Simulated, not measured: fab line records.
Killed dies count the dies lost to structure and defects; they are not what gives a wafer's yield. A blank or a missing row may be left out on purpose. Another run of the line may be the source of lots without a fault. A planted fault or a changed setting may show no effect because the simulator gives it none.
Chamber matching | flow n5_finfet | 4 sister chambers for N5_FIN_SAQP_ETCH_57 on rie_diel-01
The step etches SiNx in CH3F/O2, target depth 32.5 nm, time 46.4 s. 16 wafers are shown with their chamber, then 8 later ones without.

## WAFERS WITH THEIR CHAMBER
wafer  | chamber | showerhead_plenum_p_Torr (Torr) | drypump_motor_current_A (A) | throttle_valve_pct (%)
L076.2 | 3       | 2.05                            | 5.9                         | 16.43
L076.3 | 2       | 2.13                            | 5.3                         | 16.46
L076.6 | 0       | 2.04                            | 6.3                         | 16.34
L081.1 | 3       | 2.05                            | 6.0                         | 16.47
L081.3 | 1       | 1.99                            | 5.8                         | 16.90
L081.6 | 1       | 1.99                            | 5.7                         | 16.92
L083.1 | 0       | 2.04                            | 6.3                         | 16.37
L083.4 | 3       | 2.05                            | 6.0                         | 16.46
L083.5 | 1       | 1.99                            | 5.7                         | 16.90
L084.2 | 1       | 1.99                            | 5.7                         | 16.91
L084.3 | 2       | 2.13                            | 5.3                         | 16.51
L084.6 | 2       | 2.13                            | 5.3                         | 16.51
L085.2 | 3       | 2.05                            | 6.0                         | 16.48
L085.4 | 1       | 1.98                            | 5.7                         | 16.91
L085.5 | 0       | 2.04                            | 6.3                         | 16.39
L086.2 | 0       | 2.03                            | 6.3                         | 16.39

SIGNATURES, as means of the wafers listed above
reading                  | chamber 0 | chamber 1 | chamber 2 | chamber 3 | scatter within a chamber
showerhead_plenum_p_Torr | 2.0375    | 1.9880    | 2.1300    | 2.0500    | 0.00359
drypump_motor_current_A  | 6.300     | 5.720     | 5.300     | 5.975     | 0.0359
throttle_valve_pct       | 16.3725   | 16.9080   | 16.4933   | 16.4600   | 0.0205
Rule: a wafer's distance from a chamber is the root of the sum, over the readings, of the square of ((its reading less the chamber's mean) divided by the reading's scatter). The wafer belongs to the nearest chamber; if the next one is less than 2 further off, it can't be placed. The scatter: take each reading less its chamber's mean, square it, sum over the shown wafers, divide by the number of wafers less the number of chambers, and take the root.

## WAFERS WHOSE CHAMBER IS MISSING
wafer  | showerhead_plenum_p_Torr (Torr) | drypump_motor_current_A (A) | throttle_valve_pct (%)
L086.3 | 2.05                            | 6.0                         | 16.48
L086.6 | 2.05                            | 6.0                         | 16.49
L087.3 | 2.12                            | 5.3                         | 16.52
L087.5 | 2.05                            | 6.0                         | 16.48
L087.6 | 2.03                            | 6.3                         | 16.40
L097.2 | 1.98                            | 5.8                         | 16.97
L097.4 | 2.04                            | 6.0                         | 16.52
L097.6 | 1.98                            | 5.7                         | 16.99

## EACH ONE'S CHAMBER
wafer  | from the rows above | in truth
L086.3 | 3                   | 3
L086.6 | 3                   | 3
L087.3 | 2                   | 2
L087.5 | 3                   | 3
L087.6 | 0                   | 0
L097.2 | 1                   | 1
L097.4 | 3                   | 3
L097.6 | 1                   | 1
Correctly placed: 8 of 8. Can't be placed from these rows: 0. Wrongly placed: 0.
